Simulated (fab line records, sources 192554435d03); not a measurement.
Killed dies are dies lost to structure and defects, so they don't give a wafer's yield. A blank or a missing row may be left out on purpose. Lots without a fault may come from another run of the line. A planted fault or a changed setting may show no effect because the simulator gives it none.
fab line records | flow n5_finfet
record lots=5 wafers=15 last_day=17
route steps=1938 shown BEOL_M2@898
lots that met no fault: from a run of the same line without faults
start_h: hours from the record's first day to the start of the lot's first wafer shown | wait_h: hours since the lot's step before | " the same as in the row above | L1.1+2: a row that stands for several wafers | - no value, or no start given | * or withheld: withheld | < > ~ a bound
route shown NAME@n: a module of which the file shows steps, and the number in the route of the first | usual: mean/standard deviation of fault-free wafers | same: alike in all rows | chamber/n: place in a boat | sites: the reading at each site | _std_site: their standard deviation | _edge_site: outer sites' mean less inner sites' | radius_mm: how far each site lies from the wafer's centre | mask NAME#n: copy n | behind: the tool/chamber that last shaped the wafer | hold: why the lot was held/for how many hours/how that ended | device: the transistor (n, p or np) that didn't switch | end of line: the same wafers' tests at the end of the route | a step without rows: its recipe alone | killed: dies lost to structure and defects at the first sort, not the wafer's yield | map: a wafer's dies, x killed, . not, _ none there
set.NAME: the setting as run; set.NAME@STEP: as run at that earlier step | model.NAME: the simulator's own value behind a step, which no gauge read
lots at some steps of the route; a table a step, a row a wafer
services: from which hour (start_h, from the record's first day; less than 0 if before it) a tool's chamber was out of use, for how many hours, and why
## steps
# step N5_BEOL_M2_CD_MEAS_35
# recipe target_cd_nm=18 target_cd_y_nm=22.2 polarity=opening
# usual cd_nm=17.8/0.37
# columns lot.wafer tool chamber start_h wait_h cd_nm
L077.1 cd_sem-01 - 158.30 0.0 18.1
L077.3 " - " " 18.4
L077.5 " - " " 18.2
L086.1 cd_sem-03 - 221.84 0.0 18.0
L086.4 " - " " 18.0
L086.5 " - " " 18.2
L091.1 cd_sem-01 - 250.65 0.0 17.5
L091.4 " - " " 17.9
L091.5 " - " " 17.2
L095.2 cd_sem-02 - 271.66 0.0 17.7
L095.5 " - " " 17.9
L095.6 " - " " 17.9
L097.1 cd_sem-02 - 282.65 0.0 17.6
L097.3 " - " " 18.3
L097.6 " - " " 18.1
# step N5_BEOL_M2_DEGAS_44
# recipe ambient=vacuum temp_c=250 time_s=60
# usual heater_power_w=342/36
# columns lot.wafer tool chamber start_h wait_h heater_power_w
L077.1 pvd_sputter-02 - 158.67 0.4 315
L077.3 " - " " 309
L077.5 " - " " 325
L086.1 pvd_sputter-02 - 222.09 0.3 400
L086.4 " - " " 308
L086.5 " - " " 306
L091.1 pvd_sputter-02 - 250.78 0.1 323
L091.4 " - " " 408
L091.5 " - " " 323
L095.2 pvd_sputter-03 - 271.78 0.1 322
L095.5 " - " " 364
L095.6 " - " " 332
L097.1 pvd_sputter-02 - 283.43 0.8 322
L097.3 " - " " 332
L097.6 " - " " 316
# step N5_BEOL_M2_PRE_CLEAN_45
# recipe gas=H2/He time_s=30 temp_c=250
# usual heater_power_w=343/36
# columns lot.wafer tool chamber start_h wait_h heater_power_w
L077.1 pvd_sputter-02 - 158.71 0.0 322
L077.3 " - " " 312
L077.5 " - " " 316
L086.1 pvd_sputter-02 - 222.14 0.0 392
L086.4 " - " " 310
L086.5 " - " " 306
L091.1 pvd_sputter-02 - 250.82 0.0 315
L091.4 " - " " 404
L091.5 " - " " 319
L095.2 pvd_sputter-03 - 271.82 0.0 335
L095.5 " - " " 375
L095.6 " - " " 323
L097.1 pvd_sputter-02 - 283.47 0.0 316
L097.3 " - " " 324
L097.6 " - " " 314
# step N5_BEOL_M2_ALD_84
# recipe material=TaN target_thk_a=* temp_c=275 ald_precursor_family=PDMAT ald_co_reactant=NH3 pressure_torr=3 carrier_flow_sccm=1500 pulse_time_s=2 purge_time_s=3 co_reactant_purge_time_s=2 co_reactant_pulse_time_s=3 ald_cycles=30 precursor_vessel_temp_c=75 precursor_vessel_pressure_torr=26.25 precursor_vessel_carrier_sccm=1000
# usual heater_power_w=406/37
# columns lot.wafer tool chamber start_h wait_h heater_power_w
L077.1 ald_metal-02 1 158.77 0.0 369
L077.3 " 2 " " 445
L077.5 " 3 " " 337
L086.1 ald_metal-04 2 222.30 0.1 415
L086.4 " 0 " " 430
L086.5 " 0 " " 426
L091.1 ald_metal-02 0 250.95 0.1 370
L091.4 " 2 " " 443
L091.5 " 1 " " 360
L095.2 ald_metal-03 1 271.94 0.1 443
L095.5 " 3 " " 435
L095.6 " 2 " " 431
L097.1 ald_metal-04 3 283.53 0.0 380
L097.3 " 1 " " 403
L097.6 " 3 " " 374
# step N5_BEOL_M2_SURFACE_TREAT_85
# recipe gas=Ar time_s=* ion_energy_ev=* ion_current_ma_cm2=0.5 pressure_mtorr=* ar_flow_sccm=30
# usual throttle_valve_pct=*
# columns lot.wafer tool chamber start_h wait_h throttle_valve_pct
L077.1 pvd_sputter-02 - 159.15 0.3 *
L077.3 " - " " *
L077.5 " - " " *
L086.1 pvd_sputter-01 - 222.58 0.2 *
L086.4 " - " " *
L086.5 " - " " *
L091.1 pvd_sputter-01 - 251.23 0.2 *
L091.4 " - " " *
L091.5 " - " " *
L095.2 pvd_sputter-01 - 272.18 0.1 *
L095.5 " - " " *
L095.6 " - " " *
L097.1 pvd_sputter-02 - 283.83 0.2 *
L097.3 " - " " *
L097.6 " - " " *
# step N5_BEOL_M2_CVD_47
# recipe material=Co target_thk_a=30 temp_c=withheld precursor=CCTBA/H2 pressure_torr=30 time_s=223.8
# columns lot.wafer tool chamber start_h wait_h
L077.1+3+5 cvd_co-01 2,1,2 159.27 0.1
L086.1+4+5 cvd_co-02 2,1,2 222.65 0.0
L091.1+4+5 cvd_co-02 2,2,1 251.29 0.0
L095.2+5+6 cvd_co-01 2,2,1 272.42 0.2
L097.1+3+6 cvd_co-02 0 283.99 0.1
# step N5_BEOL_M2_SPUTTER_48
# recipe material=Cu target_thk_a=45 temp_c=-20 chamber_pressure_pa=0.07 power_w=withheld time_s=8.29
# usual chuck_sensor_temp_C=-16.2/0.55 throttle_valve_pct=29.9/1.4
# columns lot.wafer tool chamber start_h wait_h chuck_sensor_temp_C throttle_valve_pct
L077.1 pvd_sputter-01 - 159.43 0.1 -16.6 27.8
L077.3 " - " " -16.3 31.1
L077.5 " - " " -16.4 27.6
L086.1 pvd_sputter-02 - 222.95 0.2 -16.9 30.0
L086.4 " - " " -15.2 31.4
L086.5 " - " " -16.6 28.4
L091.1 pvd_sputter-02 - 251.48 0.1 -15.4 31.5
L091.4 " - " " -15.6 29.6
L091.5 " - " " -15.6 29.6
L095.2 pvd_sputter-02 - 272.63 0.1 -15.4 29.5
L095.5 " - " " -15.4 31.2
L095.6 " - " " -15.5 29.3
L097.1 pvd_sputter-02 - 284.27 0.2 -16.9 29.9
L097.3 " - " " -15.4 29.5
L097.6 " - " " -15.4 29.3
# step N5_BEOL_M2_ANNEAL_49
# recipe temp_c=400 time_s=240 ambient=vacuum
# usual heater_power_w=848/100
# columns lot.wafer tool chamber start_h wait_h heater_power_w
L077.1 pvd_sputter-01 - 159.51 0.0 990
L077.3 " - " " 646
L077.5 " - " " 988
L086.1 pvd_sputter-02 - 223.03 0.0 982
L086.4 " - " " 765
L086.5 " - " " 806
L091.1 pvd_sputter-02 - 251.56 0.0 764
L091.4 " - " " 829
L091.5 " - " " 813
L095.2 pvd_sputter-02 - 272.71 0.0 840
L095.5 " - " " 771
L095.6 " - " " 835
L097.1 pvd_sputter-02 - 284.35 0.0 987
L097.3 " - " " 829
L097.6 " - " " 831
# step N5_BEOL_M2_SPUTTER_79
# recipe material=Cu target_thk_a=45 temp_c=-20 chamber_pressure_pa=0.07 power_w=withheld time_s=8.29
# usual chuck_sensor_temp_C=-16.2/0.57 throttle_valve_pct=29.9/1.4
# columns lot.wafer tool chamber start_h wait_h chuck_sensor_temp_C throttle_valve_pct
L077.1 pvd_sputter-01 - 159.65 0.1 -16.4 27.7
L077.3 " - " " -16.4 31.0
L077.5 " - " " -16.2 27.6
L086.1 pvd_sputter-02 - 223.17 0.1 -16.9 29.8
L086.4 " - " " -15.1 31.5
L086.5 " - " " -16.6 28.7
L091.1 pvd_sputter-02 - 251.70 0.1 -15.2 31.3
L091.4 " - " " -15.3 29.4
L091.5 " - " " -15.7 29.4
L095.2 pvd_sputter-02 - 272.85 0.1 -15.4 29.5
L095.5 " - " " -15.4 31.2
L095.6 " - " " -15.6 29.3
L097.1 pvd_sputter-02 - 284.49 0.1 -16.9 30.2
L097.3 " - " " -15.5 29.2
L097.6 " - " " -15.6 29.4
# step N5_BEOL_M2_ANNEAL_80
# recipe temp_c=400 time_s=240 ambient=vacuum
# usual heater_power_w=844/100
# columns lot.wafer tool chamber start_h wait_h heater_power_w
L077.1 pvd_sputter-01 - 159.73 0.0 954
L077.3 " - " " 651
L077.5 " - " " 969
L086.1 pvd_sputter-02 - 223.25 0.0 979
L086.4 " - " " 771
L086.5 " - " " 792
L091.1 pvd_sputter-02 - 251.78 0.0 779
L091.4 " - " " 816
L091.5 " - " " 816
L095.2 pvd_sputter-02 - 272.93 0.0 807
L095.5 " - " " 779
L095.6 " - " " 818
L097.1 pvd_sputter-02 - 284.57 0.0 1003
L097.3 " - " " 816
L097.6 " - " " 821
# step N5_BEOL_M2_SPUTTER_81
# recipe material=Cu target_thk_a=45 temp_c=-20 chamber_pressure_pa=0.07 power_w=withheld time_s=8.29
# usual chuck_sensor_temp_C=-16.2/0.56 throttle_valve_pct=29.9/1.4
# columns lot.wafer tool chamber start_h wait_h chuck_sensor_temp_C throttle_valve_pct
L077.1 pvd_sputter-01 - 159.87 0.1 -16.4 28.2
L077.3 " - " " -16.7 31.0
L077.5 " - " " -16.5 27.8
L086.1 pvd_sputter-02 - 223.39 0.1 -16.9 30.2
L086.4 " - " " -15.2 31.1
L086.5 " - " " -16.3 28.2
L091.1 pvd_sputter-02 - 251.92 0.1 -15.3 31.2
L091.4 " - " " -15.6 29.5
L091.5 " - " " -15.4 29.8
L095.2 pvd_sputter-02 - 273.07 0.1 -15.5 29.6
L095.5 " - " " -15.4 30.9
L095.6 " - " " -15.4 29.7
L097.1 pvd_sputter-02 - 284.71 0.1 -17.1 29.8
L097.3 " - " " -15.4 29.6
L097.6 " - " " -15.6 29.4
# step N5_BEOL_M2_ANNEAL_82
# recipe temp_c=400 time_s=240 ambient=vacuum
# usual heater_power_w=845/98
# columns lot.wafer tool chamber start_h wait_h heater_power_w
L077.1 pvd_sputter-01 - 159.95 0.0 972
L077.3 " - " " 659
L077.5 " - " " 1010
L086.1 pvd_sputter-02 - 223.47 0.0 977
L086.4 " - " " 760
L086.5 " - " " 798
L091.1 pvd_sputter-02 - 252.00 0.0 797
L091.4 " - " " 806
L091.5 " - " " 823
L095.2 pvd_sputter-02 - 273.15 0.0 827
L095.5 " - " " 748
L095.6 " - " " 807
L097.1 pvd_sputter-02 - 284.79 0.0 994
L097.3 " - " " 819
L097.6 " - " " 769
# step N5_BEOL_M2_SPUTTER_86
# recipe material=Cu target_thk_a=45 temp_c=-20 chamber_pressure_pa=0.07 power_w=withheld time_s=8.29
# usual chuck_sensor_temp_C=-16.2/0.56 throttle_valve_pct=29.9/1.4
# columns lot.wafer tool chamber start_h wait_h chuck_sensor_temp_C throttle_valve_pct
L077.1 pvd_sputter-01 - 160.09 0.1 -16.2 27.8
L077.3 " - " " -16.2 30.9
L077.5 " - " " -16.5 27.6
L086.1 pvd_sputter-02 - 223.61 0.1 -16.9 29.6
L086.4 " - " " -15.3 31.4
L086.5 " - " " -16.3 28.4
L091.1 pvd_sputter-02 - 252.14 0.1 -15.4 31.2
L091.4 " - " " -15.4 29.5
L091.5 " - " " -15.6 29.3
L095.2 pvd_sputter-02 - 273.29 0.1 -15.6 29.6
L095.5 " - " " -15.4 31.4
L095.6 " - " " -15.5 29.6
L097.1 pvd_sputter-02 - 284.93 0.1 -17.1 30.1
L097.3 " - " " -15.5 29.3
L097.6 " - " " -15.4 29.7
# step N5_BEOL_M2_ANNEAL_87
# recipe temp_c=400 time_s=240 ambient=vacuum
# usual heater_power_w=846/99
# columns lot.wafer tool chamber start_h wait_h heater_power_w
L077.1 pvd_sputter-01 - 160.17 0.0 971
L077.3 " - " " 675
L077.5 " - " " 989
L086.1 pvd_sputter-02 - 223.69 0.0 999
L086.4 " - " " 771
L086.5 " - " " 773
L091.1 pvd_sputter-02 - 252.22 0.0 778
L091.4 " - " " 827
L091.5 " - " " 836
L095.2 pvd_sputter-02 - 273.37 0.0 820
L095.5 " - " " 781
L095.6 " - " " 811
L097.1 pvd_sputter-02 - 285.01 0.0 1000
L097.3 " - " " 837
L097.6 " - " " 804
# step N5_BEOL_M2_SPUTTER_88
# recipe material=Cu target_thk_a=45 temp_c=-20 chamber_pressure_pa=0.07 power_w=withheld time_s=8.29
# usual chuck_sensor_temp_C=-16.2/0.55 throttle_valve_pct=29.9/1.4
# columns lot.wafer tool chamber start_h wait_h chuck_sensor_temp_C throttle_valve_pct
L077.1 pvd_sputter-01 - 160.31 0.1 -16.4 27.9
L077.3 " - " " -16.3 31.1
L077.5 " - " " -16.3 27.6
L086.1 pvd_sputter-02 - 223.83 0.1 -16.9 29.9
L086.4 " - " " -15.3 31.5
L086.5 " - " " -16.3 28.3
L091.1 pvd_sputter-02 - 252.36 0.1 -15.3 31.4
L091.4 " - " " -15.6 29.3
L091.5 " - " " -15.4 29.5
L095.2 pvd_sputter-02 - 273.51 0.1 -15.5 29.5
L095.5 " - " " -15.3 31.3
L095.6 " - " " -15.5 29.5
L097.1 pvd_sputter-02 - 285.15 0.1 -16.8 30.1
L097.3 " - " " -15.6 29.5
L097.6 " - " " -15.6 29.5
# step N5_BEOL_M2_ANNEAL_89
# recipe temp_c=400 time_s=240 ambient=vacuum
# usual heater_power_w=845/100
# columns lot.wafer tool chamber start_h wait_h heater_power_w
L077.1 pvd_sputter-01 - 160.39 0.0 979
L077.3 " - " " 653
L077.5 " - " " 989
L086.1 pvd_sputter-02 - 223.91 0.0 1012
L086.4 " - " " 763
L086.5 " - " " 786
L091.1 pvd_sputter-02 - 252.44 0.0 767
L091.4 " - " " 822
L091.5 " - " " 825
L095.2 pvd_sputter-02 - 273.59 0.0 842
L095.5 " - " " 759
L095.6 " - " " 813
L097.1 pvd_sputter-02 - 285.23 0.0 969
L097.3 " - " " 830
L097.6 " - " " 834
# step N5_BEOL_M2_SPUTTER_90
# recipe material=Cu target_thk_a=45 temp_c=-20 chamber_pressure_pa=0.07 power_w=withheld time_s=8.29
# usual chuck_sensor_temp_C=-16.2/0.56 throttle_valve_pct=29.9/1.4
# columns lot.wafer tool chamber start_h wait_h chuck_sensor_temp_C throttle_valve_pct
L077.1 pvd_sputter-01 - 160.53 0.1 -16.2 27.5
L077.3 " - " " -16.5 30.8
L077.5 " - " " -16.3 27.4
L086.1 pvd_sputter-02 - 224.05 0.1 -17.0 30.1
L086.4 " - " " -15.4 31.4
L086.5 " - " " -16.2 28.7
L091.1 pvd_sputter-02 - 252.58 0.1 -15.3 31.4
L091.4 " - " " -15.5 29.6
L091.5 " - " " -15.5 29.1
L095.2 pvd_sputter-02 - 273.73 0.1 -15.5 29.3
L095.5 " - " " -15.4 31.8
L095.6 " - " " -15.3 29.4
L097.1 pvd_sputter-02 - 285.37 0.1 -17.0 29.9
L097.3 " - " " -15.5 29.2
L097.6 " - " " -15.6 29.4
# step N5_BEOL_M2_ANNEAL_91
# recipe temp_c=400 time_s=240 ambient=vacuum
# usual heater_power_w=845/98
# columns lot.wafer tool chamber start_h wait_h heater_power_w
L077.1 pvd_sputter-01 - 160.61 0.0 1001
L077.3 " - " " 656
L077.5 " - " " 982
L086.1 pvd_sputter-02 - 224.13 0.0 995
L086.4 " - " " 774
L086.5 " - " " 803
L091.1 pvd_sputter-02 - 252.66 0.0 786
L091.4 " - " " 828
L091.5 " - " " 830
L095.2 pvd_sputter-02 - 273.81 0.0 819
L095.5 " - " " 771
L095.6 " - " " 813
L097.1 pvd_sputter-02 - 285.45 0.0 995
L097.3 " - " " 831
L097.6 " - " " 799
# step N5_BEOL_M2_SPUTTER_92
# recipe material=Cu target_thk_a=45 temp_c=-20 chamber_pressure_pa=0.07 power_w=withheld time_s=8.29
# usual chuck_sensor_temp_C=-16.2/0.55 throttle_valve_pct=29.9/1.4
# columns lot.wafer tool chamber start_h wait_h chuck_sensor_temp_C throttle_valve_pct
L077.1 pvd_sputter-01 - 160.75 0.1 -16.3 27.5
L077.3 " - " " -16.3 30.9
L077.5 " - " " -16.4 27.7
L086.1 pvd_sputter-02 - 224.27 0.1 -17.1 29.8
L086.4 " - " " -15.4 31.5
L086.5 " - " " -16.3 28.2
L091.1 pvd_sputter-02 - 252.80 0.1 -15.2 31.5
L091.4 " - " " -15.5 29.3
L091.5 " - " " -15.4 29.4
L095.2 pvd_sputter-02 - 273.95 0.1 -15.5 29.4
L095.5 " - " " -15.5 31.6
L095.6 " - " " -15.6 29.5
L097.1 pvd_sputter-02 - 285.59 0.1 -16.7 30.0
L097.3 " - " " -15.3 29.7
L097.6 " - " " -15.4 29.4
# step N5_BEOL_M2_ANNEAL_93
# recipe temp_c=400 time_s=240 ambient=vacuum
# usual heater_power_w=844/100
# columns lot.wafer tool chamber start_h wait_h heater_power_w
L077.1 pvd_sputter-01 - 160.83 0.0 983
L077.3 " - " " 669
L077.5 " - " " 989
L086.1 pvd_sputter-02 - 224.35 0.0 1001
L086.4 " - " " 762
L086.5 " - " " 788
L091.1 pvd_sputter-02 - 252.88 0.0 752
L091.4 " - " " 826
L091.5 " - " " 827
L095.2 pvd_sputter-02 - 274.03 0.0 833
L095.5 " - " " 776
L095.6 " - " " 820
L097.1 pvd_sputter-02 - 285.67 0.0 999
L097.3 " - " " 817
L097.6 " - " " 822
# step N5_BEOL_M2_SPUTTER_94
# recipe material=Cu target_thk_a=45 temp_c=-20 chamber_pressure_pa=0.07 power_w=withheld time_s=8.29
# usual chuck_sensor_temp_C=-16.2/0.55 throttle_valve_pct=29.9/1.4
# columns lot.wafer tool chamber start_h wait_h chuck_sensor_temp_C throttle_valve_pct
L077.1 pvd_sputter-01 - 160.97 0.1 -16.4 27.7
L077.3 " - " " -16.3 31.1
L077.5 " - " " -16.3 27.8
L086.1 pvd_sputter-02 - 224.49 0.1 -16.7 30.0
L086.4 " - " " -15.4 31.5
L086.5 " - " " -16.3 28.2
L091.1 pvd_sputter-02 - 253.02 0.1 -15.3 31.5
L091.4 " - " " -15.5 29.4
L091.5 " - " " -15.3 29.4
L095.2 pvd_sputter-02 - 274.17 0.1 -15.3 29.4
L095.5 " - " " -15.3 31.5
L095.6 " - " " -15.6 29.1
L097.1 pvd_sputter-02 - 285.81 0.1 -17.0 30.3
L097.3 " - " " -15.4 29.4
L097.6 " - " " -15.4 29.5
# step N5_BEOL_M2_ANNEAL_95
# recipe temp_c=400 time_s=240 ambient=vacuum
# usual heater_power_w=845/99
# columns lot.wafer tool chamber start_h wait_h heater_power_w
L077.1 pvd_sputter-01 - 161.05 0.0 978
L077.3 " - " " 646
L077.5 " - " " 961
L086.1 pvd_sputter-02 - 224.57 0.0 995
L086.4 " - " " 754
L086.5 " - " " 786
L091.1 pvd_sputter-02 - 253.10 0.0 779
L091.4 " - " " 822
L091.5 " - " " 807
L095.2 pvd_sputter-02 - 274.25 0.0 849
L095.5 " - " " 755
L095.6 " - " " 830
L097.1 pvd_sputter-02 - 285.89 0.0 997
L097.3 " - " " 829
L097.6 " - " " 818
# step N5_BEOL_M2_SPUTTER_96
# recipe material=Cu target_thk_a=45 temp_c=-20 chamber_pressure_pa=0.07 power_w=withheld time_s=8.29
# usual chuck_sensor_temp_C=-16.2/0.55 throttle_valve_pct=29.9/1.4
# columns lot.wafer tool chamber start_h wait_h chuck_sensor_temp_C throttle_valve_pct
L077.1 pvd_sputter-01 - 161.19 0.1 -16.5 27.9
L077.3 " - " " -16.3 31.0
L077.5 " - " " -16.5 27.6
L086.1 pvd_sputter-02 - 224.71 0.1 -17.1 30.0
L086.4 " - " " -15.3 31.2
L086.5 " - " " -16.4 28.1
L091.1 pvd_sputter-02 - 253.24 0.1 -15.2 31.6
L091.4 " - " " -15.4 29.5
L091.5 " - " " -15.6 29.6
L095.2 pvd_sputter-02 - 274.39 0.1 -15.3 29.5
L095.5 " - " " -15.5 31.4
L095.6 " - " " -15.6 29.3
L097.1 pvd_sputter-02 - 286.03 0.1 -17.1 30.1
L097.3 " - " " -15.4 29.4
L097.6 " - " " -15.6 29.1
# step N5_BEOL_M2_ECD_50
# recipe material=Cu target_thk_a=3000
# columns lot.wafer tool chamber start_h wait_h
L077.1+3+5 ecd_cu-01 0 161.30 0.1
L086.1+4+5 ecd_cu-01 0 224.83 0.1
L091.1+4+5 ecd_cu-02 0 253.36 0.1
L095.2+5+6 ecd_cu-01 0,0,1 274.51 0.1
L097.1+3+6 ecd_cu-01 0 286.15 0.1
# step N5_BEOL_M2_ANNEAL_51
# recipe temp_c=225 time_s=90 ambient=N2
# usual anneal_temp_c=224.97/0.17 wafer_temp_C_max=226.22/0.28
# columns lot.wafer tool chamber start_h wait_h anneal_temp_c wafer_temp_C_max
L077.1 rtp_anneal-02 0 161.40 0.1 224.93 225.62
L077.3 " 0 " " 224.86 225.78
L077.5 " 0 " " 225.00 225.74
L086.1 rtp_anneal-02 0 225.04 0.2 225.23 226.13
L086.4 " 0 " " 225.04 225.95
L086.5 " 0 " " 225.15 226.67
L091.1 rtp_anneal-01 0 253.47 0.1 225.26 226.60
L091.4 " 0 " " 225.04 226.35
L091.5 " 0 " " 225.05 226.38
L095.2 rtp_anneal-01 0 274.63 0.1 224.85 226.40
L095.5 " 0 " " 224.88 226.52
L095.6 " 0 " " 224.87 226.19
L097.1 rtp_anneal-02 0 287.39 1.2 225.02 225.97
L097.3 " 0 " " 225.01 226.00
L097.6 " 0 " " 224.97 226.20
# step N5_BEOL_M2_CMP_52
# recipe stop_on=SiOC t_overpolish_s=6.8 down_force_psi=1 platen_rpm=50 clearing_platen_down_force_psi=1.5 clearing_platen_rpm=50 post_cmp_clean=cu_alkaline target_thk_nm=40 clearing_platen_pad_velocity_m_s=0.99484 pad_velocity_m_s=0.99484
# usual barrier_field_endpoint_s=24.7/0.74 edge_zone_pressure_frac=1.000/0.0047 motor_current_A=5.9/0.57 overpolish_run_s=6.801/0.0095 time_to_endpoint_s=62/3.7
# columns lot.wafer tool chamber start_h wait_h barrier_field_endpoint_s edge_zone_pressure_frac motor_current_A overpolish_run_s time_to_endpoint_s
L077.3 cmp-03 1 161.75 0.2 24.7 0.993 5.5 6.796 64
L077.1 " 3 " " 25.0 0.997 5.5 6.802 61
L077.5 " 0 " " 24.7 0.999 5.6 6.813 64
L086.1 cmp-03 0 225.33 0.3 25.0 1.005 5.3 6.810 65
L086.4 " 1 " " 24.6 0.994 5.6 6.805 60
L086.5 " 0 " " 24.8 0.995 5.3 6.814 63
L091.1 cmp-04 0 253.76 0.3 25.2 1.001 5.8 6.806 68
L091.4 " 1 " " 26.2 1.006 5.7 6.793 73
L091.5 " 0 " " 26.7 0.994 5.8 6.799 70
L095.2 cmp-01 2 275.00 0.3 24.6 0.992 5.5 6.812 65
L095.5 " 3 " " 24.7 1.002 7.1 6.794 63
L095.6 " 0 " " 24.5 0.994 5.3 6.827 63
L097.3 cmp-03 1 287.74 0.2 24.3 1.003 5.2 6.808 60
L097.1 " 2 " " 24.2 0.998 5.4 6.802 55
L097.6 " 1 " " 24.9 1.002 5.5 6.816 60
# step N5_BEOL_M2_THK_MEAS_53
# recipe thk_meas_gauge=xrf reads=Cu_of_BEOL_M2_ECD_50
# usual M2_THK=38.7/1.7
# columns lot.wafer tool chamber start_h wait_h M2_THK[nm]
L077.1 film_metro-02 - 162.00 - 36.8
L077.3 " - " " 37.0
L077.5 " - " " 39.4
L086.1 film_metro-02 - 225.63 - 40.8
L086.4 " - " " 38.6
L086.5 " - " " 39.6
L091.1 film_metro-01 - 254.06 - 38.3
L091.4 " - " " 41.3
L091.5 " - " " 39.4
L095.2 film_metro-01 - 275.18 - 39.1
L095.5 " - " " 39.7
L095.6 " - " " 39.0
L097.1 film_metro-01 - 288.00 - 36.3
L097.3 " - " " 39.5
L097.6 " - " " 38.2
# step N5_BEOL_M2_PRE_CLEAN_60
# recipe gas=NH3/H2 time_s=15 temp_c=* rf_power_w=300
# usual heater_power_w=107/23
# columns lot.wafer tool chamber start_h wait_h heater_power_w
L077.1 cvd_co-01 2 162.04 0.0 124
L077.3 " 1 " " 80
L077.5 " 2 " " 129
L086.1 cvd_co-02 2 225.67 0.0 112
L086.4 " 2 " " 110
L086.5 " 1 " " 95
L091.1 cvd_co-01 2 254.09 0.0 129
L091.4 " 1 " " 81
L091.5 " 2 " " 126
L095.2 cvd_co-01 1 275.22 0.0 80
L095.5 " 0 " " 77
L095.6 " 2 " " 127
L097.1 cvd_co-02 0 288.03 0.0 142
L097.3 " 0 " " 141
L097.6 " 0 " " 139
# step N5_BEOL_M2_CO_CAP_55
# recipe material=Co target_thk_a=20 temp_c=200 precursor=CCTBA/H2 pressure_torr=30 time_s=102.1
# usual heater_power_w=264/29
# columns lot.wafer tool chamber start_h wait_h heater_power_w
L077.1 cvd_co-01 2 162.08 0.0 288
L077.3 " 1 " " 229
L077.5 " 2 " " 286
L086.1 cvd_co-02 2 225.71 0.0 262
L086.4 " 2 " " 268
L086.5 " 1 " " 248
L091.1 cvd_co-01 2 254.13 0.0 292
L091.4 " 1 " " 228
L091.5 " 2 " " 292
L095.2 cvd_co-01 1 275.26 0.0 231
L095.5 " 0 " " 230
L095.6 " 2 " " 282
L097.1 cvd_co-02 0 288.09 0.0 302
L097.3 " 0 " " 304
L097.6 " 0 " " 306
# step N5_BEOL_M2_PRE_CLEAN_56
# recipe gas=NH3 time_s=15 temp_c=withheld rf_power_w=300
# columns lot.wafer tool chamber start_h wait_h
L077.1+3+5 pecvd-03 2,1,1 162.17 0.1
L086.1+4+5 pecvd-03 1,0,0 225.80 0.1
L091.1+4+5 pecvd-03 1,2,0 254.22 0.1
L095.2+5+6 pecvd-01 1,0,2 275.35 0.1
L097.1+3+6 pecvd-01 2,1,2 288.22 0.1
# step N5_BEOL_M2_DEP_57
# recipe material=SiCN target_thk_a=80 temp_c=withheld precursor=3MS/NH3 pressure_torr=3 rf_w=202 time_s=14
# usual showerhead_plenum_p_Torr=3.668/0.012 throttle_valve_pct=8.9/0.47
# columns lot.wafer tool chamber start_h wait_h showerhead_plenum_p_Torr throttle_valve_pct
L077.1 pecvd-03 2 162.20 0.0 3.639 8.8
L077.3 " 1 " " 3.675 9.1
L077.5 " 1 " " 3.685 9.3
L086.1 pecvd-03 1 225.83 0.0 3.682 9.0
L086.4 " 0 " " 3.685 9.0
L086.5 " 0 " " 3.668 9.2
L091.1 pecvd-03 1 254.25 0.0 3.677 9.1
L091.4 " 2 " " 3.634 8.4
L091.5 " 0 " " 3.670 9.3
L095.2 pecvd-01 1 275.37 0.0 3.668 8.4
L095.5 " 0 " " 3.684 9.6
L095.6 " 2 " " 3.665 8.6
L097.1 pecvd-01 2 288.24 0.0 3.668 8.2
L097.3 " 1 " " 3.672 8.4
L097.6 " 2 " " 3.658 8.6
# step N5_BEOL_M2_RS_MEAS_58
# recipe thk_meas_gauge=four-point-probe reads=Co_of_BEOL_M2_CO_CAP_55+Cu_of_BEOL_M2_ECD_50+Co_of_BEOL_M2_CVD_47+TaN_of_BEOL_M2_ALD_84
# usual M2_RS=0.69/0.038
# columns lot.wafer tool chamber start_h wait_h M2_RS[ohm/sq]
L077.1 film_metro-01 - 162.26 0.0 0.72
L077.3 " - " " 0.72
L077.5 " - " " 0.66
L086.1 film_metro-02 - 225.92 0.1 0.64
L086.4 " - " " 0.69
L086.5 " - " " 0.67
L091.1 film_metro-02 - 254.32 0.0 0.70
L091.4 " - " " 0.63
L091.5 " - " " 0.67
L095.2 film_metro-02 - 275.44 0.1 0.68
L095.5 " - " " 0.66
L095.6 " - " " 0.68
L097.1 film_metro-01 - 288.31 0.0 0.74
L097.3 " - " " 0.67
L097.6 " - " " 0.70
# step N5_BEOL_M2_INSPECT_59
# recipe inspect_instrument=darkfield mode=post_dep
# usual raw_defect_count=80/29
# columns lot.wafer tool chamber start_h wait_h raw_defect_count
L077.1 defect_inspect-02 - 162.29 0.0 130
L077.3 " - " " 130
L077.5 " - " " 115
L086.1 defect_inspect-02 - 225.94 0.0 56
L086.4 " - " " 63
L086.5 " - " " 82
L091.1 defect_inspect-02 - 254.34 0.0 83
L091.4 " - " " 99
L091.5 " - " " 83
L095.2 defect_inspect-02 - 275.47 0.0 148
L095.5 " - " " 86
L095.6 " - " " 137
L097.1 defect_inspect-01 - 288.93 0.6 47
L097.3 " - " " 61
L097.6 " - " " 45
## services
# columns tool chamber start_h hours kind
cmp-04 - 147.14 0.7 repair
pvd_sputter-01 - 149.90 7.8 repair
ald_metal-04 0 151.52 17.6 repair
ald_metal-04 1 163.75 5.6 repair
ald_metal-03 - 164.83 2.8 pm
pvd_sputter-01 - 175.05 0.9 repair
cmp-04 - 175.23 1.2 repair
cmp-03 - 185.86 5.9 repair
ecd_cu-02 - 191.17 1.2 repair
ald_metal-04 1 194.18 6.9 repair
pecvd-03 - 195.89 6.0 pm
cmp-03 - 203.28 1.0 repair
pecvd-03 - 207.52 4.3 pm
cmp-03 - 208.51 0.7 repair
cmp-03 - 228.00 4.0 pm
cmp-03 - 234.83 4.0 pm
cmp-03 - 241.71 8.8 pm
ald_metal-04 - 250.67 0.6 repair
rtp_anneal-02 - 255.69 0.6 pm
ald_metal-02 - 266.31 6.0 pm
cvd_co-02 - 269.69 4.1 repair
cmp-03 - 276.12 4.4 repair
rtp_anneal-01 - 281.29 5.8 pm
cvd_co-02 1 282.97 11.8 repair
## key
fault none
